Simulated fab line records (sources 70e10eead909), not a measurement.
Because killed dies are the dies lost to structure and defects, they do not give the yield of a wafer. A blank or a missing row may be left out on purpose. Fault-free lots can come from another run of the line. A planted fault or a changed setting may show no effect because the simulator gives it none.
Which of the tools did it? | flow nandHarc | 12 lots with 36 wafers sampled at 5 steps, on a route of 1302 steps

== WHAT EACH GAUGE READ, for each wafer ==
NHARC_END_SORT_01.
lot  | measured     | on        | defectLimitedYield (%) | killedAtArray | killedAtOther | killedAtPeriphery | killedDies | killedOpen | killedShort | sort_bin_2_pct (%) | sort_bin_3_pct (%) | sort_bin_4_pct (%) | sortNPass   | sortRimYieldPct (%) | sortYieldPct (%)
L694 | day 25 07:42 | prober-01 | 89.7 90.4 90.7         | 63 61 56      | 0 2 3         | 7 2 4             | 70 65 63   | 5 2 5      | 1 2 0       | 4.4 2.2 3.7        | 0.6 0.9 0.1        | 5.3 6.5 5.5        | 607 612 614 | 82 92 88            | 89.7 90.4 90.7
L693 | day 25 22:43 | prober-02 | 88.6 93.8 92.6         | 73 41 47      | 2 0 1         | 2 1 2             | 77 42 50   | 2 2 3      | 1 3 4       | 4.7 3.2 2.5        | 0.6 0.1 1.2        | 6.1 2.8 3.7        | 600 635 627 | 93 87 83            | 88.6 93.8 92.6
L696 | day 26 17:14 | prober-01 | 93.1 93.2 92.0         | 44 40 50      | 0 2 1         | 3 4 3             | 47 46 54   | 4 2 2      | 2 3 2       | 2.8 2.2 1.8        | 0.6 0.9 0.1        | 3.5 3.7 6.1        | 630 631 623 | 92 90 91            | 93.1 93.2 92.0
L698 | day 27 19:38 | prober-02 | 89.5 87.1 90.4         | 69 81 63      | 0 0 0         | 2 6 2             | 71 87 65   | 2 8 1      | 1 3 2       | 4.0 5.5 4.0        | 1.3 1.3 1.2        | 5.2 6.1 4.4        | 606 590 612 | 90 75 89            | 89.5 87.1 90.4
L700 | day 28 07:35 | prober-01 | 90.7 92.6 88.5         | 51 39 67      | 3 2 0         | 9 9 11            | 63 50 78   | 3 3 7      | 1 3 4       | 3.0 2.1 2.5        | 0.6 0.6 0.7        | 5.8 4.7 8.3        | 614 627 599 | 94 89 92            | 90.7 92.6 88.5
L702 | day 28 20:31 | prober-02 | 93.4 93.6 93.1         | 40 41 42      | 2 0 0         | 3 2 5             | 45 43 47   | 2 3 1      | 3 2 2       | 2.4 1.5 2.7        | 0.4 0.1 0.3        | 3.8 4.7 4.0        | 632 634 630 | 92 94 97            | 93.4 93.6 93.1
L709 | day 32 18:51 | prober-01 | 90.5 1.2 0.9           | 56 64 72      | 4 596 596     | 4 9 3             | 64 669 671 | 1 2 3      | 5 2 2       | 4.4 3.8 4.4        | 0.7 88.9 89.1      | 4.3 6.1 5.6        | 613 8 6     | 97 0 1              | 90.5 1.2 0.9
L708 | day 32 20:58 | prober-02 | 0.9 2.4 93.4           | 37 25 34      | 630 628 3     | 4 8 8             | 671 661 45 | 3 1 2      | 3 3 2       | 1.8 1.2 1.9        | 93.4 93.4 0.3      | 4.0 3.1 4.4        | 6 16 632    | 2 0 97              | 0.9 2.4 93.4
L711 | day 33 05:41 | prober-02 | 93.1 92.8 95.0         | 45 39 27      | 0 2 5         | 2 8 2             | 47 49 34   | 1 6 1      | 1 3 1       | 1.8 1.8 1.3        | 0.1 0.4 0.1        | 5.0 5.0 3.5        | 630 628 643 | 87 93 93            | 93.1 92.8 95.0

== WHAT TOOL EACH LOT RAN ON (gives the tool, then ch and the chambers of the sampled wafers, and finally the start) ==
lot  | NHARC_THIN_TSV_STRIP_62             | NHARC_THIN_TSV_DEGAS_49     | NHARC_THIN_TSV_PRE_CLEAN_54 | NHARC_THIN_TSV_ETCH_59
L692 | plasmaAsher-01 ch 0, day 24 09:32   | pvdSputter-03, day 24 09:42 | pvdSputter-02, day 24 11:45 | rieMetal-02 ch 0,1, day 24 13:01
L694 | plasmaAsher-01 ch 0,1, day 24 17:05 | pvdSputter-01, day 24 17:16 | pvdSputter-03, day 24 19:21 | rieMetal-03 ch 0,1, day 24 20:36
L693 | plasmaAsher-01 ch 0,1, day 25 10:19 | pvdSputter-01, day 25 10:29 | pvdSputter-02, day 25 12:34 | rieMetal-02 ch 0,1, day 25 13:57
L696 | plasmaAsher-02 ch 0,1, day 26 04:01 | pvdSputter-02, day 26 04:11 | pvdSputter-03, day 26 06:16 | rieMetal-01 ch 0,1, day 26 07:38
L695 | plasmaAsher-01 ch 0,1, day 26 11:14 | pvdSputter-03, day 26 11:24 | pvdSputter-01, day 26 13:28 | rieMetal-03 ch 0,1, day 26 14:41
L698 | plasmaAsher-02 ch 0,1, day 27 02:21 | pvdSputter-03, day 27 02:29 | pvdSputter-03, day 27 04:34 | rieMetal-03 ch 0,1, day 27 05:56
L700 | plasmaAsher-01 ch 0,1, day 27 19:13 | pvdSputter-03, day 27 19:24 | pvdSputter-02, day 27 21:28 | rieMetal-02 ch 0,1, day 27 22:49
L702 | plasmaAsher-02 ch 0,1, day 28 06:25 | pvdSputter-02, day 28 06:35 | pvdSputter-03, day 28 08:41 | rieMetal-03 ch 0,1, day 28 10:01
L709 | plasmaAsher-02 ch 1, day 32 05:35   | pvdSputter-01, day 32 05:45 | pvdSputter-03, day 32 08:05 | rieMetal-02 ch 0,1, day 32 09:19
L708 | plasmaAsher-02 ch 0,1, day 32 06:34 | pvdSputter-02, day 32 06:45 | pvdSputter-02, day 32 09:02 | rieMetal-02 ch 0,1, day 32 10:30
L711 | plasmaAsher-01 ch 0,1, day 32 15:03 | pvdSputter-01, day 32 15:13 | pvdSputter-01, day 32 17:19 | rieMetal-01 ch 0, day 32 18:40
L712 | plasmaAsher-02 ch 0,1, day 32 22:20 | pvdSputter-03, day 32 22:27 | pvdSputter-02, day 33 00:31 | rieMetal-01 ch 0,1, day 33 01:56
- NHARC_THIN_TSV_STRIP_62: strips in N2/H2, time 20 s.
- NHARC_THIN_TSV_DEGAS_49: time 120 s.
- NHARC_THIN_TSV_PRE_CLEAN_54: time 30 s.
- NHARC_THIN_TSV_ETCH_59: etches the open film in Cl2/BCl3, target depth 880 nm, time 138.1 s.

== AS READ BY THE TOOLS THEMSELVES (means over the sampled wafers that have a number; for cases with no such wafer, the mark the record gives instead) ==
NHARC_THIN_TSV_STRIP_62.
lot  | tool           | drypumpMotorCurrentA (A) | heaterPowerW (W)
L692 | plasmaAsher-01 | 5.66                     | 349
L694 | plasmaAsher-01 | 5.59                     | 330
L693 | plasmaAsher-01 | 5.56                     | 334
L696 | plasmaAsher-02 | 6.09                     | 398
L695 | plasmaAsher-01 | 5.56                     | 330
L698 | plasmaAsher-02 | 6.11                     | 388
L700 | plasmaAsher-01 | 5.57                     | 335
L702 | plasmaAsher-02 | 6.08                     | 387
L709 | plasmaAsher-02 | 6.11                     | 401
L708 | plasmaAsher-02 | 6.07                     | 377
L711 | plasmaAsher-01 | 5.58                     | 314
L712 | plasmaAsher-02 | 6.09                     | 378

NHARC_THIN_TSV_DEGAS_49.
lot  | tool          | heaterPowerW (W)
L692 | pvdSputter-03 | 482
L694 | pvdSputter-01 | 468
L693 | pvdSputter-01 | 428
L696 | pvdSputter-02 | 485
L695 | pvdSputter-03 | 479
L698 | pvdSputter-03 | 483
L700 | pvdSputter-03 | 484
L702 | pvdSputter-02 | 465
L709 | pvdSputter-01 | 433
L708 | pvdSputter-02 | 456
L711 | pvdSputter-01 | 430
L712 | pvdSputter-03 | 468

NHARC_THIN_TSV_PRE_CLEAN_54.
lot  | tool          | heaterPowerW (W)
L692 | pvdSputter-02 | 413
L694 | pvdSputter-03 | 424
L693 | pvdSputter-02 | 417
L696 | pvdSputter-03 | 416
L695 | pvdSputter-01 | 400
L698 | pvdSputter-03 | 440
L700 | pvdSputter-02 | 432
L702 | pvdSputter-03 | 410
L709 | pvdSputter-03 | 415
L708 | pvdSputter-02 | 403
L711 | pvdSputter-01 | 405
L712 | pvdSputter-02 | 412

NHARC_THIN_TSV_ETCH_59.
lot  | tool        | drypumpMotorCurrentA (A) | oesProductAu (a.u.) | throttleValvePct (%)
L692 | rieMetal-02 | 6.3                      | 1.008               | 22.267
L694 | rieMetal-03 | 5.1                      | 1.013               | 22.256
L693 | rieMetal-02 | 6.3                      | 0.997               | 22.270
L696 | rieMetal-01 | 5.7                      | 0.979               | 22.268
L695 | rieMetal-03 | 5.1                      | 1.006               | 22.269
L698 | rieMetal-03 | 5.1                      | 0.993               | 22.258
L700 | rieMetal-02 | 6.3                      | 1.000               | 22.273
L702 | rieMetal-03 | 5.1                      | 1.008               | 22.274
L709 | rieMetal-02 | 6.3                      | 0.943               | 22.266
L708 | rieMetal-02 | 6.3                      | 0.940               | 22.261
L711 | rieMetal-01 | 5.7                      | 0.982               | 22.259
L712 | rieMetal-01 | 5.7                      | 0.978               | 22.258

== THE ANSWER, worked out from the rows above alone ==
Rule: what is usual is taken from the lots themselves. Put in order of their means at a reading, lots are off if they are a third of the lots or fewer, leave a main group of 4 or more, and stand apart from it by a gap of 3 or more times the standard deviation of the main group's means; of several such gaps the widest counts. If all means in a main group match to the digits the tables above print for the reading, that group is not used. A lot without any number at a reading at which 4 lots or more have one is off too. All remaining lots with rows at the step are treated as sound. First the gauges in route order, then the tools' own readings, where a lot's mean is used as printed above. The first step at which some lot is off is used, and at that step the reading that is off furthest; a lot without a number counts as furthest.
Off: L709, L708, at NHARC_END_SORT_01 (killedAtOther). The main group: mean 1.2, standard deviation 0.71. Neither off nor sound, because the step has no rows for them: L692, L695, L712.
If a tool, at a process step before that reading, ran all the lots that are off and no sound lot after the first of them, it fits. Gauges at NHARC_END_SORT_01: tried the same way as those tools. This does not decide it: 2 tools fit, namely plasmaAsher-02 at NHARC_THIN_TSV_STRIP_62 and rieMetal-02 at NHARC_THIN_TSV_ETCH_59.

== WHAT HAD BEEN PUT IN BY THE SIMULATOR ==
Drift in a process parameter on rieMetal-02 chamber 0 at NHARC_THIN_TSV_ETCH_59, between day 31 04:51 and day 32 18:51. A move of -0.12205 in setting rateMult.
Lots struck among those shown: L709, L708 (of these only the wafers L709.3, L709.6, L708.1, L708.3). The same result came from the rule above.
